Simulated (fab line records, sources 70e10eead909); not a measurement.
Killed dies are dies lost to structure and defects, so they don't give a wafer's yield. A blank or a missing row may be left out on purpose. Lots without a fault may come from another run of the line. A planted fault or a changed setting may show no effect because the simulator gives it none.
Which tool did it? | flow nand_harc | 6 lots, 18 wafers sampled, at 2 steps of a route of 1159

WHAT THE GAUGES READ, wafer by wafer
NHARC_P_ZERO_WELL_CD_MEAS_24: target cd 720 nm.
lot  | measured    | on        | cd_nm (nm)
L418 | day 2 02:21 | cd_sem-02 | 716.2 721.7 716.4
L420 | day 2 14:31 | cd_sem-01 | 721.9 723.8 725.6
L423 | day 3 08:34 | cd_sem-03 | 717.9 720.9 720.3
L428 | day 4 14:19 | cd_sem-02 | 717.8 720.3 719.2
L436 | day 6 14:32 | cd_sem-02 | 719.7 721.1 723.9
L438 | day 7 02:29 | cd_sem-02 | 717.4 721.2 720.3

WHICH TOOL RAN EACH LOT (tool, then ch and the chambers of the sampled wafers, then the start)
lot  | NHARC_P_ZERO_WELL_EXPOSE_21
L418 | krf_scanner-01 ch 0, day 2 02:11
L420 | krf_scanner-03 ch 0, day 2 14:21
L423 | krf_scanner-01 ch 0, day 3 08:25
L428 | krf_scanner-03 ch 0, day 4 14:10
L436 | krf_scanner-01 ch 0, day 6 14:23
L438 | krf_scanner-03 ch 0, day 7 02:20
- NHARC_P_ZERO_WELL_EXPOSE_21: exposes mask P NWELL, target cd 720 nm.

THE ANSWER, worked out from the rows above alone
Rule: what is usual is taken from the lots themselves. Put in order of their means at a reading, lots are off if they are a third of the lots or fewer, leave a main group of 4 or more, and stand apart from it by a gap of 3 or more times the standard deviation of the main group's means; of several such gaps the widest counts. A main group whose means are all the same, to the digits that the tables above print for the reading, isn't used. A lot without any number at a reading at which 4 lots or more have one is off too. The other lots that the step has rows for count as sound.
No lot is off at any reading shown: from this, nothing can be told.

WHAT THE SIMULATOR HAD PUT IN
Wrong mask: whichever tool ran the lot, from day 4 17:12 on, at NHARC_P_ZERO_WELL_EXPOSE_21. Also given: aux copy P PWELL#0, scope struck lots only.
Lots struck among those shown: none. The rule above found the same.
